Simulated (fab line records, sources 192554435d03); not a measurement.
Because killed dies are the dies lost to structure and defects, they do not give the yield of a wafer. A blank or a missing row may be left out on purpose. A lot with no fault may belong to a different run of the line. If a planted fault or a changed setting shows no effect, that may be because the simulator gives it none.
Lot-split experiment -- flow n5 finfet -- on a route of 1938 steps: 7 lots, 21 wafers read

== ON THE SPLIT ==
At N5_BEOL_M6_TRENCH_ETCH_37 (etches SiCOH lowk in C4F6/O2, target depth 94.435 nm, time 31.5 s), the setting time s was moved away from the recipe's 31.5 s on 5 of the 21 wafers read, by -18.8% to -7.5%. This setting was run at the recipe's value on the other wafers.

== FROM THE SPLIT TO THE READING: what the file shows between them, 12 steps ==
- N5_BEOL_M6_ETCH_41: etches SiCN in CH3F/O2, target depth 29.7 nm, time 52 s
- N5_BEOL_M6_STRIP_80: strips in N2/H2, time 10 s
- N5_BEOL_M6_OCD_MEAS_38
- N5_BEOL_M6_ALD_77: deposits TaN, target thk 2 nm, pulse time 2 s, purge time 3 s (also split here: ald cycles)
- N5_BEOL_M6_SURFACE_TREAT_79
- N5_BEOL_M6_CVD_78: deposits Co from CCTBA/H2, target thk 2 nm, time 142.3 s
- N5_BEOL_M6_ECD_50: material Cu, target thk 300 nm
- N5_BEOL_M6_ANNEAL_51: time 90 s
- N5_BEOL_M6_CMP_52: polishes, stops on SiCOH lowk, t overpolish 6.9 s, target thk 80 nm
- N5_BEOL_M6_THK_MEAS_53: measures by xrf
- N5_BEOL_M6_PRE_CLEAN_55: time 15 s
- N5_BEOL_M6_DEP_56: deposits SiCN from 3MS/NH3, target thk 10 nm, time 17.5 s

== THE READING ==
M6_RS, in ohm/sq, at N5_BEOL_M6_RS_MEAS_57 (measures by four-point-probe). On this fab line, fault-free wafers typically give 0.288 ohm/sq with a standard deviation of 0.0064 ohm/sq.

wafer,"tool, chamber at the split","time s as run, s",against the recipe,"M6_RS, ohm/sq",against lot-mates on the recipe
L074.1,"rie diel-05, 0",25.57,-18.8%,0.388,+0.104
L074.2,"rie diel-05, 2",25.57,-18.8%,0.383,+0.099
L074.5,"rie diel-05, 1",31.5,recipe,0.284,-
L076.3,"rie diel-05, 1",31.5,recipe,0.282,-
L076.4,"rie diel-05, 0",31.5,recipe,0.287,-
L076.6,"rie diel-05, 1",31.5,recipe,0.282,-
L077.4,"rie diel-05, 3",31.5,recipe,0.279,-
L077.5,"rie diel-05, 3",31.5,recipe,0.286,-
L077.6,"rie diel-05, 2",27.7,-12.1%,0.343,+0.061
L078.2,"rie diel-05, 0",29.15,-7.5%,0.321,+0.032
L078.3,"rie diel-05, 1",29.15,-7.5%,0.320,+0.031
L078.6,"rie diel-05, 3",31.5,recipe,0.289,-
L086.1,"rie diel-04, 0",31.5,recipe,0.287,-
L086.2,"rie diel-04, 1",31.5,recipe,0.288,-
L086.3,"rie diel-04, 3",31.5,recipe,0.279,-
L087.2,"rie diel-05, 3",31.5,recipe,0.287,-
L087.5,"rie diel-05, 1",31.5,recipe,0.290,-
L087.6,"rie diel-05, 0",31.5,recipe,0.287,-
L091.2,"rie diel-05, 1",31.5,recipe,0.293,-
L091.3,"rie diel-05, 3",31.5,recipe,0.291,-
L091.4,"rie diel-05, 3",31.5,recipe,0.286,-

FIT RESULTS
A straight line over all 21 wafers: M6_RS changes by -0.00515 ohm/sq for each +1% of time s; r = -0.99; the points scatter about the line by 0.0041 ohm/sq.
The same after taking each lot's own level away (the mean of its wafers on the recipe; 21 wafers): -0.00524 ohm/sq for each +1%; r = -0.99; scatter 0.0037 ohm/sq.
That fit puts the effect of the largest move of time s on the reading at 0.099 ohm/sq.
Across the lots, their own levels run from 0.2825 to 0.2900 ohm/sq, a range of 1.2 times the standard deviation given above.
Hence the lot-to-lot level has little effect on the slope; both slopes agree.
Check: +0.0945 ohm/sq against its lot-mates is what the line predicts for one of the wafers moved furthest among these (-18.8%) when that wafer is left out of the fit. Against them it came out at +0.104 ohm/sq.

== THE OTHER SPLITS THESE WAFERS WENT THROUGH ==
These wafers also went through other splits before the reading. Each is held against what the fit with the lots' levels taken away leaves over:
other split on the same wafers,wafers away from the commonest value,r with M6_RS (lot level and that fit taken away)
N5_BEOL_M3_TRENCH_ETCH_37 time s,7,+0.15
N5_BEOL_M4_TRENCH_ETCH_37 bias w,9,-0.20
N5_BEOL_M5_COAT_71 spin rpm,4,+0.40
N5_BEOL_M5_ETCH_72 bias w,4,+0.05
N5_BEOL_M6_COAT_60 spin rpm,6,+0.30
N5_BEOL_M6_ALD_77 ald cycles,8,+0.51

== THE WHOLE CHAIN: every reading that the file lists as answering this split, in the file's order ==
step,what it does,reading,change (the file's fit),r (the file's)
N5_BEOL_M6_TRENCH_ETCH_37,"etches SiCOH lowk in C4F6/O2, target depth 94.435 nm, time 31.5 s","BEOL_M6.feature depth nm (the simulator's own value, which no gauge read)",+0.964 nm for each +1% of the setting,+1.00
N5_BEOL_M6_TRENCH_ETCH_37,"etches SiCOH lowk in C4F6/O2, target depth 94.435 nm, time 31.5 s","etch.depth nm (the simulator's own value, which no gauge read)",+0.97 nm for each +1% of the setting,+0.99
N5_BEOL_M6_OCD_MEAS_38,,trench depth nm,+0.956 nm for each +1% of the setting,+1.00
N5_BEOL_M6_CMP_52,"polishes, stops on SiCOH lowk, t overpolish 6.9 s, target thk 80 nm","Cu_of_BEOL_M6_ECD_50.thk nm (the simulator's own value, which no gauge read)",+0.956 nm for each +1% of the setting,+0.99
N5_BEOL_M6_THK_MEAS_53,measures by xrf,M6_THK,+0.942 for each +1% of the setting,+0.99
N5_BEOL_M6_RS_MEAS_57,measures by four-point-probe,M6_RS,-0.00519 for each +1% of the setting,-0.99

== THE FILE'S OWN FIT ==
M6_RS changes by -0.00519 ohm/sq for each +1% of time s, r = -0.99.
